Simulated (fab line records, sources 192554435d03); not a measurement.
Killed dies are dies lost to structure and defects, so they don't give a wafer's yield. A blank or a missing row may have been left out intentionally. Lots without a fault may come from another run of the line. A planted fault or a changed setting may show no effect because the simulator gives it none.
Matching of chambers :: flow n5_finfet :: N5_BEOL_M0_SAQP_PECVD_03 on pecvd-01: 3 sister chambers
The step deposits SiCN from 3MS/NH3, target thk 12 nm, time 21.1 s. 18 wafers are shown with their chamber, then 9 later ones without.

== EACH WAFER AND ITS CHAMBER ==
wafer: L074.2
chamber: 1
throttle_valve_pct (%): 8.2
showerhead_plenum_p_Torr (Torr): 3.664

wafer: L074.4
chamber: 2
throttle_valve_pct (%): 8.1
showerhead_plenum_p_Torr (Torr): 3.659

wafer: L074.5
chamber: 1
throttle_valve_pct (%): 8.5
showerhead_plenum_p_Torr (Torr): 3.663

wafer: L075.3
chamber: 1
throttle_valve_pct (%): 8.3
showerhead_plenum_p_Torr (Torr): 3.669

wafer: L075.5
chamber: 2
throttle_valve_pct (%): 8.2
showerhead_plenum_p_Torr (Torr): 3.661

wafer: L075.6
chamber: 1
throttle_valve_pct (%): 8.4
showerhead_plenum_p_Torr (Torr): 3.657

wafer: L076.2
chamber: 0
throttle_valve_pct (%): 9.7
showerhead_plenum_p_Torr (Torr): 3.677

wafer: L076.5
chamber: 2
throttle_valve_pct (%): 7.9
showerhead_plenum_p_Torr (Torr): 3.658

wafer: L076.6
chamber: 0
throttle_valve_pct (%): 10.0
showerhead_plenum_p_Torr (Torr): 3.668

wafer: L077.2
chamber: 2
throttle_valve_pct (%): 8.3
showerhead_plenum_p_Torr (Torr): 3.657

wafer: L077.4
chamber: 2
throttle_valve_pct (%): 8.2
showerhead_plenum_p_Torr (Torr): 3.660

wafer: L077.6
chamber: 0
throttle_valve_pct (%): 9.7
showerhead_plenum_p_Torr (Torr): 3.681

wafer: L078.3
chamber: 1
throttle_valve_pct (%): 8.2
showerhead_plenum_p_Torr (Torr): 3.660

wafer: L078.4
chamber: 2
throttle_valve_pct (%): 7.9
showerhead_plenum_p_Torr (Torr): 3.663

wafer: L078.6
chamber: 0
throttle_valve_pct (%): 9.6
showerhead_plenum_p_Torr (Torr): 3.685

wafer: L082.2
chamber: 0
throttle_valve_pct (%): 9.7
showerhead_plenum_p_Torr (Torr): 3.669

wafer: L082.5
chamber: 1
throttle_valve_pct (%): 8.2
showerhead_plenum_p_Torr (Torr): 3.665

wafer: L082.6
chamber: 2
throttle_valve_pct (%): 8.2
showerhead_plenum_p_Torr (Torr): 3.653

SIGNATURES, as means of the wafers listed above
reading: throttle_valve_pct
chamber 0: 9.740
chamber 1: 8.300
chamber 2: 8.114
scatter within a chamber: 0.146

reading: showerhead_plenum_p_Torr
chamber 0: 3.67600
chamber 1: 3.66300
chamber 2: 3.65871
scatter within a chamber: 0.00495
Rule: distance of a wafer from a chamber = root of the sum over the readings of ((wafer's reading minus chamber's mean) / reading's scatter) squared. If the next closest chamber is less than 2 further off than the closest, the wafer can't be placed; otherwise it belongs to the closest. The scatter: take each reading less its chamber's mean, square it, sum over the shown wafers, divide by the number of wafers less the number of chambers, and take the root.

== WAFERS WITHOUT THEIR CHAMBER ==
wafer: L084.2
throttle_valve_pct (%): 8.2
showerhead_plenum_p_Torr (Torr): 3.662

wafer: L084.4
throttle_valve_pct (%): 8.6
showerhead_plenum_p_Torr (Torr): 3.661

wafer: L084.6
throttle_valve_pct (%): 8.1
showerhead_plenum_p_Torr (Torr): 3.654

wafer: L086.2
throttle_valve_pct (%): 8.3
showerhead_plenum_p_Torr (Torr): 3.665

wafer: L086.3
throttle_valve_pct (%): 8.5
showerhead_plenum_p_Torr (Torr): 3.663

wafer: L086.6
throttle_valve_pct (%): 8.4
showerhead_plenum_p_Torr (Torr): 3.672

wafer: L096.1
throttle_valve_pct (%): 8.2
showerhead_plenum_p_Torr (Torr): 3.659

wafer: L096.3
throttle_valve_pct (%): 8.1
showerhead_plenum_p_Torr (Torr): 3.652

wafer: L096.4
throttle_valve_pct (%): 8.5
showerhead_plenum_p_Torr (Torr): 3.667

== WHICH CHAMBER EACH WENT THROUGH ==
wafer: L084.2
from the rows above: can't be placed: 1 or 2
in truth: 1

wafer: L084.4
from the rows above: can't be placed: 1 or 2
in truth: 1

wafer: L084.6
from the rows above: can't be placed: 2 or 1
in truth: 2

wafer: L086.2
from the rows above: can't be placed: 1 or 2
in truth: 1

wafer: L086.3
from the rows above: can't be placed: 1 or 2
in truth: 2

wafer: L086.6
from the rows above: can't be placed: 1 or 2
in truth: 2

wafer: L096.1
from the rows above: can't be placed: 2 or 1
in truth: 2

wafer: L096.3
from the rows above: can't be placed: 2 or 1
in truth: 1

wafer: L096.4
from the rows above: can't be placed: 1 or 2
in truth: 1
Placed correctly: 0 of 9. From these rows, 9 cannot be placed; in 9 the true chamber is one of the candidates. Number placed wrongly: 0.
